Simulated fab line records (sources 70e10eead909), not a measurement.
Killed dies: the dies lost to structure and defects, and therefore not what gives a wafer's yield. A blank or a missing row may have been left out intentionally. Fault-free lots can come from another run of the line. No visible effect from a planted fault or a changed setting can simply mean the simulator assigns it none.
What tool caused it?    flow nand_harc    Sampling: 24 lots, 72 wafers, 6 of 1302 route steps

WHAT THE GAUGES SHOWED, per wafer
Not one reading of a measure or inspect step in the record can be checked against a usual standard deviation.

WHICH TOOL RAN EACH LOT (tool, then ch and the chambers of the sampled wafers, then the start)
lot   NHARC_A_CONTACT_ETCH_115              NHARC_A_CONTACT_ETCH_116              NHARC_A_CONTACT_DEP_57         NHARC_A_CONTACT_DESCUM_74           NHARC_A_CONTACT_ETCH_127              NHARC_A_CONTACT_ETCH_131
L075  har_cap_etch-02 ch 0,1, day 22 00:38  har_cap_etch-02 ch 0,1, day 22 00:48  acl_dep-02 ch 0, day 22 04:08  rie_diel-11 ch 0,2,3, day 22 08:20  har_cap_etch-02 ch 0,1, day 22 10:27  har_cap_etch-02 ch 0,1, day 22 11:10
L074  har_cap_etch-03 ch 0,1, day 22 00:59  har_cap_etch-03 ch 0,1, day 22 01:09  acl_dep-03 ch 0, day 22 05:01  rie_diel-05 ch 0,1, day 22 08:37    har_cap_etch-01 ch 0,1, day 22 10:59  har_cap_etch-01 ch 0,1, day 22 11:41
L076  har_cap_etch-03 ch 0,1, day 22 15:31  har_cap_etch-03 ch 0,1, day 22 15:41  acl_dep-01 ch 0, day 22 19:06  rie_diel-11 ch 0,2,3, day 22 23:15  har_cap_etch-02 ch 1, day 23 01:22    har_cap_etch-02 ch 1, day 23 02:04
L078  har_cap_etch-02 ch 0,1, day 22 15:53  har_cap_etch-02 ch 0,1, day 22 16:04  acl_dep-03 ch 0, day 22 21:04  rie_diel-01 ch 2,3, day 22 23:35    har_cap_etch-01 ch 0,1, day 23 01:48  har_cap_etch-01 ch 0,1, day 23 02:31
L077  har_cap_etch-03 ch 0,1, day 23 07:08  har_cap_etch-03 ch 0,1, day 23 07:19  acl_dep-03 ch 0, day 23 12:40  rie_diel-11 ch 0,1,2, day 23 16:52  har_cap_etch-03 ch 0, day 23 18:57    har_cap_etch-03 ch 0, day 23 19:40
L079  har_cap_etch-01 ch 0, day 24 03:36    har_cap_etch-01 ch 0, day 24 03:49    acl_dep-03 ch 0, day 24 07:24  rie_diel-11 ch 0,1,2, day 24 11:30  har_cap_etch-03 ch 1, day 24 13:57    har_cap_etch-03 ch 1, day 24 14:40
L081  har_cap_etch-01 ch 0,1, day 24 23:22  har_cap_etch-01 ch 0,1, day 24 23:32  acl_dep-02 ch 0, day 25 05:31  rie_diel-11 ch 0,1,2, day 25 09:06  har_cap_etch-03 ch 0,1, day 25 11:21  har_cap_etch-03 ch 0,1, day 25 12:03
L080  har_cap_etch-03 ch 0,1, day 25 04:13  har_cap_etch-03 ch 0,1, day 25 04:23  acl_dep-03 ch 0, day 25 09:25  rie_diel-01 ch 1,3, day 25 12:28    har_cap_etch-02 ch 0,1, day 25 14:38  har_cap_etch-02 ch 0,1, day 25 15:20
L083  har_cap_etch-02 ch 0,1, day 25 06:15  har_cap_etch-02 ch 0,1, day 25 06:25  acl_dep-01 ch 0, day 25 10:15  rie_diel-01 ch 0,2,3, day 25 13:51  har_cap_etch-01 ch 0,1, day 25 15:56  har_cap_etch-01 ch 0,1, day 25 16:38
L082  har_cap_etch-01 ch 0,1, day 25 08:55  har_cap_etch-01 ch 0,1, day 25 09:09  acl_dep-02 ch 0, day 25 14:07  rie_diel-01 ch 0,2,3, day 25 17:55  har_cap_etch-02 ch 0,1, day 25 20:03  har_cap_etch-02 ch 0,1, day 25 20:45
L084  har_cap_etch-01 ch 0,1, day 25 21:29  har_cap_etch-01 ch 0,1, day 25 21:39  acl_dep-02 ch 0, day 26 06:10  rie_diel-01 ch 0,2,3, day 26 08:44  har_cap_etch-01 ch 0,1, day 26 10:53  har_cap_etch-01 ch 0,1, day 26 11:35
L085  har_cap_etch-03 ch 0,1, day 26 07:53  har_cap_etch-03 ch 0,1, day 26 08:03  acl_dep-01 ch 0, day 26 11:58  rie_diel-01 ch 0,1,3, day 26 15:34  har_cap_etch-02 ch 0,1, day 26 19:03  har_cap_etch-02 ch 0,1, day 26 19:45
L086  har_cap_etch-02 ch 0,1, day 26 08:13  har_cap_etch-02 ch 0,1, day 26 08:24  acl_dep-03 ch 0, day 26 14:35  rie_diel-05 ch 1,3, day 26 18:35    har_cap_etch-01 ch 0,1, day 26 20:51  har_cap_etch-01 ch 0,1, day 26 21:47
L087  har_cap_etch-03 ch 0,1, day 26 18:34  har_cap_etch-03 ch 0,1, day 26 18:44  acl_dep-02 ch 0, day 26 23:04  rie_diel-01 ch 0,1,2, day 27 03:14  har_cap_etch-01 ch 0,1, day 27 05:23  har_cap_etch-01 ch 0,1, day 27 06:05
L089  har_cap_etch-03 ch 0,1, day 27 10:23  har_cap_etch-03 ch 0,1, day 27 10:34  acl_dep-03 ch 0, day 27 15:46  rie_diel-11 ch 1,3, day 27 19:23    har_cap_etch-01 ch 0,1, day 27 21:29  har_cap_etch-01 ch 0,1, day 27 22:11
L091  har_cap_etch-01 ch 0,1, day 27 16:54  har_cap_etch-01 ch 0,1, day 27 17:05  acl_dep-01 ch 0, day 27 20:24  rie_diel-05 ch 1,2, day 28 00:35    har_cap_etch-02 ch 0,1, day 28 02:43  har_cap_etch-02 ch 0,1, day 28 03:26
L090  har_cap_etch-02 ch 0,1, day 27 18:10  har_cap_etch-02 ch 0,1, day 27 18:20  acl_dep-02 ch 0, day 28 01:40  rie_diel-11 ch 2,3, day 28 05:47    har_cap_etch-01 ch 0,1, day 28 07:54  har_cap_etch-01 ch 0,1, day 28 08:37
L088  har_cap_etch-03 ch 0,1, day 27 22:35  har_cap_etch-03 ch 0,1, day 27 22:49  acl_dep-02 ch 0, day 28 04:50  rie_diel-05 ch 0,1,3, day 28 08:55  har_cap_etch-01 ch 0,1, day 28 11:01  har_cap_etch-01 ch 0,1, day 28 11:44
L092  har_cap_etch-02 ch 0,1, day 28 17:38  har_cap_etch-02 ch 0,1, day 28 17:48  acl_dep-01 ch 0, day 28 23:26  rie_diel-05 ch 1,2, day 29 03:38    har_cap_etch-02 ch 0,1, day 29 05:44  har_cap_etch-02 ch 0,1, day 29 06:27
L093  har_cap_etch-03 ch 0,1, day 29 02:54  har_cap_etch-03 ch 0,1, day 29 03:04  acl_dep-03 ch 0, day 29 06:25  rie_diel-11 ch 0,1,2, day 29 10:34  har_cap_etch-01 ch 0,1, day 29 12:42  har_cap_etch-01 ch 0,1, day 29 13:24
L095  har_cap_etch-02 ch 0,1, day 29 19:58  har_cap_etch-02 ch 0,1, day 29 20:08  acl_dep-01 ch 0, day 30 00:44  rie_diel-11 ch 1,2, day 30 03:47    har_cap_etch-03 ch 0,1, day 30 05:56  har_cap_etch-03 ch 0,1, day 30 06:39
L094  har_cap_etch-01 ch 0,1, day 29 20:09  har_cap_etch-01 ch 0,1, day 29 20:19  acl_dep-02 ch 0, day 30 00:19  rie_diel-01 ch 0,2, day 30 03:56    har_cap_etch-02 ch 0,1, day 30 06:02  har_cap_etch-02 ch 0,1, day 30 06:44
L096  har_cap_etch-01 ch 0,1, day 30 08:04  har_cap_etch-01 ch 0,1, day 30 08:14  acl_dep-03 ch 0, day 30 11:39  rie_diel-11 ch 0,2,3, day 30 15:41  har_cap_etch-01 ch 0,1, day 30 17:49  har_cap_etch-01 ch 0,1, day 30 18:32
L097  har_cap_etch-03 ch 0,1, day 31 01:04  har_cap_etch-03 ch 0,1, day 31 01:14  acl_dep-02 ch 0, day 31 04:43  rie_diel-11 ch 1,2,3, day 31 08:53  har_cap_etch-01 ch 0,1, day 31 10:59  har_cap_etch-01 ch 0,1, day 31 11:42
- NHARC_A_CONTACT_ETCH_115: etches the open film in C4F8/O2/Ar, time 190 s, target depth 1850 nm.
- NHARC_A_CONTACT_ETCH_116: etches the open film in C4F8/O2/Ar, time 190 s, target depth 1850 nm.
- NHARC_A_CONTACT_DEP_57: deposits aC, target thk 5300 nm.
- NHARC_A_CONTACT_DESCUM_74: chemistry O2, time 3 s.
- NHARC_A_CONTACT_ETCH_127: etches the open film in C4F8/O2/Ar, time 197 s, target depth 1918 nm.
- NHARC_A_CONTACT_ETCH_131: etches the open film in C4F8/O2/Ar, time 197 s, target depth 1918 nm.

AS READ BY THE TOOLS THEMSELVES (means over the sampled wafers that have a number; for cases with no such wafer, the mark the record gives instead)
NHARC_A_CONTACT_DEP_57.
lot   tool        throttle_valve_pct (%)
L075  acl_dep-02  34.999
L074  acl_dep-03  35.010
L076  acl_dep-01  35.000
L078  acl_dep-03  35.005
L077  acl_dep-03  34.995
L079  acl_dep-03  35.013
L081  acl_dep-02  34.989
L080  acl_dep-03  35.005
L083  acl_dep-01  34.990
L082  acl_dep-02  34.999
L084  acl_dep-02  35.006
L085  acl_dep-01  35.003
L086  acl_dep-03  34.994
L087  acl_dep-02  34.995
L089  acl_dep-03  35.008
L091  acl_dep-01  34.997
L090  acl_dep-02  35.001
L088  acl_dep-02  34.993
L092  acl_dep-01  34.996
L093  acl_dep-03  34.999
L095  acl_dep-01  35.001
L094  acl_dep-02  35.000
L096  acl_dep-03  35.004
L097  acl_dep-02  34.997

NHARC_A_CONTACT_DESCUM_74.
lot   tool         drypump_motor_current_A (A)  oes_product_au (a.u.)  rf_vpp_V (V)  showerhead_plenum_p_Torr (Torr)  throttle_valve_pct (%)
L075  rie_diel-11  5.4                          1.015                  57.6          1.95                             11.312
L074  rie_diel-05  5.5                          1.008                  57.7          2.00                             11.317
L076  rie_diel-11  5.4                          1.005                  57.9          1.94                             11.303
L078  rie_diel-01  6.2                          0.987                  58.4          1.84                             11.315
L077  rie_diel-11  5.8                          0.999                  58.0          1.87                             11.314
L079  rie_diel-11  5.8                          1.005                  57.8          1.87                             11.318
L081  rie_diel-11  5.7                          1.007                  57.5          1.87                             11.302
L080  rie_diel-01  5.4                          0.997                  57.8          1.87                             11.309
L083  rie_diel-01  6.0                          0.999                  57.8          1.83                             11.315
L082  rie_diel-01  6.1                          1.005                  56.5          1.83                             11.303
L084  rie_diel-01  6.0                          1.009                  57.4          1.83                             11.311
L085  rie_diel-01  5.6                          1.002                  57.2          1.85                             11.316
L086  rie_diel-05  5.6                          0.996                  57.4          2.02                             11.310
L087  rie_diel-01  5.9                          0.989                  58.0          1.81                             11.314
L089  rie_diel-11  5.4                          0.997                  57.9          1.92                             11.304
L091  rie_diel-05  5.9                          1.017                  58.8          1.96                             11.318
L090  rie_diel-11  5.3                          0.990                  58.1          1.93                             11.313
L088  rie_diel-05  5.3                          0.997                  58.2          1.99                             11.309
L092  rie_diel-05  5.9                          1.009                  57.9          1.95                             11.319
L093  rie_diel-11  5.8                          0.988                  57.2          1.87                             11.312
L095  rie_diel-11  5.9                          1.012                  58.0          1.79                             11.310
L094  rie_diel-01  6.1                          0.985                  56.9          1.78                             11.312
L096  rie_diel-11  5.4                          0.996                  58.4          1.93                             11.309
L097  rie_diel-11  5.7                          1.000                  58.6          1.85                             11.313

THE ANSWER, worked out from the rows above alone
Rule: what is usual is taken from the lots themselves. Put in order of their means at a reading, lots are off if they are a third of the lots or fewer, leave a main group of 4 or more, and stand apart from it by a gap of 3 or more times the standard deviation of the main group's means; of several such gaps the widest counts. A main group is skipped when, at the precision printed for the reading in the tables above, its means are all equal. Also off: a lot with no number at a reading for which 4 or more lots have one. Where the step has rows for the other lots, those lots are counted as sound. The gauges are gone through in route order, then the tools' own readings, and for those a lot's mean is taken as printed above. At the first step where some lot is off, the reading lying furthest off is the one used; lots without a number count as furthest.
Across all readings shown, no lot is off: no conclusion can be drawn from this.

WHAT HAD BEEN PUT IN BY THE SIMULATOR
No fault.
